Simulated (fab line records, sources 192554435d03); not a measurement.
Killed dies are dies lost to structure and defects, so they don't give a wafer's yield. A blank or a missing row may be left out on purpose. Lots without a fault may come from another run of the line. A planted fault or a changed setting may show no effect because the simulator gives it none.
A struck lot beside a sound one | flow n5_finfet | 44 steps out of a route of 1938
Sound: wafers L227.1, L227.4, L227.5. Struck: wafer L236.2. (L236.1, L236.4 of the same lot were not struck and are left out.) The cause comes at the end.
At each step with rows: each side's tool, then ch and its chambers, then its first start. Under that, the readings that differ: sound wafers | struck wafers | difference of the means | sigmas: that difference in standard deviations of wafers without a fault.
alike: readings whose means differ by less than 2 such deviations, and words and numbers that are the same on both sides. not compared: withheld readings, readings that some wafer has no value for, bounds like >300 that may hide the same value, and numbers for which the record gives no deviation and whose values overlap.
The two part at a step that has a row with sigmas, a row that says differs or no value, or rows on one side only. Numbers that don't overlap but have no deviation are shown without sigmas and don't part them. A reading that every wafer of one side lacks parts them only if that side has two wafers or more.

N5_BEOL_M8_SPUTTER_48: material Cu, target thk 10 nm, time 1.667 s.
  sound on pvd_sputter-01, day 11 11:25; struck on pvd_sputter-03, day 13 07:32
  alike: throttle_valve_pct
then, 1 step without rows for these wafers: N5_BEOL_M8_ECD_50 (material Cu, target thk 300 nm).
N5_BEOL_M8_ANNEAL_51: time 90 s.
  sound on rtp_anneal-02 ch 0, day 11 11:37; struck on rtp_anneal-02 ch 0, day 13 07:45
  reading          | sound             | struck | difference | sigmas
  wafer_temp_C_max | 226.4 226.0 227.1 | 227.3  | +0.8       | +2
then, 1 step without rows for these wafers: N5_BEOL_M8_CMP_52 (polishes, stops on SiCOH lowk, t overpolish 6.9 s, target thk 80 nm).
N5_BEOL_M8_THK_MEAS_53: measures by xrf.
  sound on film_metro-02, day 11 12:13; struck on film_metro-02, day 13 08:20
  alike: M8_THK
then, 1 step without rows for these wafers: N5_BEOL_M8_PRE_CLEAN_55 (time 15 s).
N5_BEOL_M8_DEP_56: deposits SiCN from 3MS/NH3, target thk 10 nm, time 17.5 s.
  sound on pecvd-01 ch 0,1, day 11 12:16; struck on pecvd-02 ch 0, day 13 08:24
  alike: rf_fwd_power_W, showerhead_plenum_p_Torr, throttle_valve_pct
  not compared: since_wet_clean_h
N5_BEOL_M8_RS_MEAS_57: measures by four-point-probe.
  sound on film_metro-02, day 11 12:20; struck on film_metro-02, day 13 08:29
  alike: M8_RS
N5_BEOL_M8_INSPECT_58: inspects for defects (darkfield).
  sound on defect_inspect-01, day 11 12:22; struck on defect_inspect-02, day 13 08:31
  reading          | sound     | struck | difference | sigmas
  raw_defect_count | 120 55 67 | 158    | +77        | +3
then, 2 steps without rows for these wafers: N5_BEOL_M9_ILD_DEP_00 (deposits SiCOH lowk from DEMS/porogen, target thk 308.51 nm, time 58 s); N5_BEOL_M9_CURE_71 (cures SiCOH lowk, time 240 s).
N5_BEOL_M9_THK_MEAS_01:
  sound on film_metro-02, day 11 13:01; struck on film_metro-02, day 13 09:08
  alike: M9_ILD_THK
N5_BEOL_M9_PECVD_70: deposits SiO2 from TEOS/O2, target thk 20 nm, time 22.7 s.
  sound on pecvd-01 ch 0,2, day 11 13:02; struck on pecvd-03 ch 0, day 13 09:10
  reading                                    | sound          | struck | difference | sigmas
  showerhead_plenum_p_Torr (Torr)            | 8.78 8.79 8.69 | 8.88   | +0.13      | +2
  model.SiO2_of_BEOL_M9_PECVD_70.thk_nm (nm) | 19.2 19.8 20   | 18.6   | -1.1       |
  alike: heater_power_w, throttle_valve_pct
  not compared: rf_fwd_power_W, since_wet_clean_h
N5_BEOL_M9_HM_DEP_02: deposits TiN, target thk 20 nm.
  sound on pvd_sputter-03, day 11 15:09; struck on pvd_sputter-02, day 13 09:27
  alike: throttle_valve_pct
then, 8 steps without rows for these wafers: N5_BEOL_M9_COAT_59 (time 60 s, resist thk 100 nm); N5_BEOL_M9_COAT_60 (time 60 s, resist thk 30 nm); N5_BEOL_M9_COAT_05 (resist thk 90 nm); N5_BEOL_M9_EBR_07; N5_BEOL_M9_SOFTBAKE_06 (time 60 s); N5_BEOL_M9_EXPOSE_08 (exposes mask M9); N5_BEOL_M9_PEB_09 (peb time 60 s); N5_BEOL_M9_DEVELOP_10 (develop time 30 s).
N5_BEOL_M9_CD_MEAS_11: target cd 64.1 nm.
  sound on cd_sem-03 ch 0, day 11 15:38; struck on cd_sem-03 ch 0, day 13 09:57
  alike: cd_nm
N5_BEOL_M9_OVL_MEAS_12:
  sound on overlay-01 ch 0, day 11 15:40; struck on overlay-01 ch 0, day 13 09:59
  alike: M9_OVL
N5_BEOL_M9_INSPECT_13: inspects for defects (brightfield).
  sound on defect_inspect-02, day 11 15:42; struck on defect_inspect-02, day 13 10:01
  reading          | sound       | struck | difference | sigmas
  raw_defect_count | 391 309 348 | 661    | +312       | +4
then, 2 steps without rows for these wafers: N5_BEOL_M9_DESCUM_16 (chemistry O2, time 7.9 s); N5_BEOL_M9_ETCH_61 (etches SiARC in CF4, target depth 39 nm, time 65 s).
N5_BEOL_M9_ETCH_62: etches SOC in N2/H2, target depth 110 nm, overetch 22 nm, time 165 s.
  sound on rie_diel-06 ch 0,2,3, day 11 15:49; struck on rie_diel-03 ch 3, day 13 10:08
  alike: drypump_motor_current_A, h2_flow_sccm, oes_product_au, rf_fwd_power_W, rf_vpp_V, showerhead_plenum_p_Torr, throttle_valve_pct
  not compared: rf_hours_counter_h
then, 4 steps without rows for these wafers: N5_BEOL_M9_STRIP_68 (strips in N2/H2); N5_BEOL_M9_STRIP_67 (strips in CF4); N5_BEOL_M9_HM_OPEN_17 (chemistry Cl2/BCl3, target TiN, target depth 20 nm, overetch 6 nm); N5_BEOL_M9_STRIP_19 (strips in O2).
N5_BEOL_M9_CD_MEAS_18: pitch 140 nm, target cd 70 nm.
  sound on cd_sem-03, day 11 16:17; struck on cd_sem-03, day 13 10:36
  alike: cd_nm
then, 9 steps without rows for these wafers: N5_BEOL_M9_COAT_63 (time 60 s, resist thk 60 nm); N5_BEOL_M9_COAT_64 (time 60 s, resist thk 12 nm); N5_BEOL_M9_COAT_75 (time 60 s, resist thk 5 nm); N5_BEOL_M9_COAT_22 (resist thk 30 nm); N5_BEOL_M9_EBR_24; N5_BEOL_M9_SOFTBAKE_23 (time 60 s); N5_BEOL_M9_EXPOSE_25 (exposes mask V8); N5_BEOL_M9_PEB_26 (peb time 60 s); N5_BEOL_M9_DEVELOP_27 (develop time 30 s).
N5_BEOL_M9_HM_STRIP_39: strips TiN in peroxide tin strip, target depth 25 nm, time 158 s.
  sound on wet_bench-05 ch 3,5,6, day 11 17:11; struck on wet_bench-02 ch 0, day 13 12:02
  reading                                    | sound      | struck | difference | sigmas
  model.SiO2_of_BEOL_M9_PECVD_70.thk_nm (nm) | 19 19.6 20 | 18.4   | -1.1       |
then, 1 step without rows for these wafers: N5_PASSIVATION_PROBE_49.

WHERE THEY PART
First at N5_BEOL_M8_ANNEAL_51; last, within this record, at N5_BEOL_M9_INSPECT_13. Later steps at which nothing parts them and some readings are alike: N5_BEOL_M9_ETCH_62, N5_BEOL_M9_CD_MEAS_18.

WHY: what the simulator had put in
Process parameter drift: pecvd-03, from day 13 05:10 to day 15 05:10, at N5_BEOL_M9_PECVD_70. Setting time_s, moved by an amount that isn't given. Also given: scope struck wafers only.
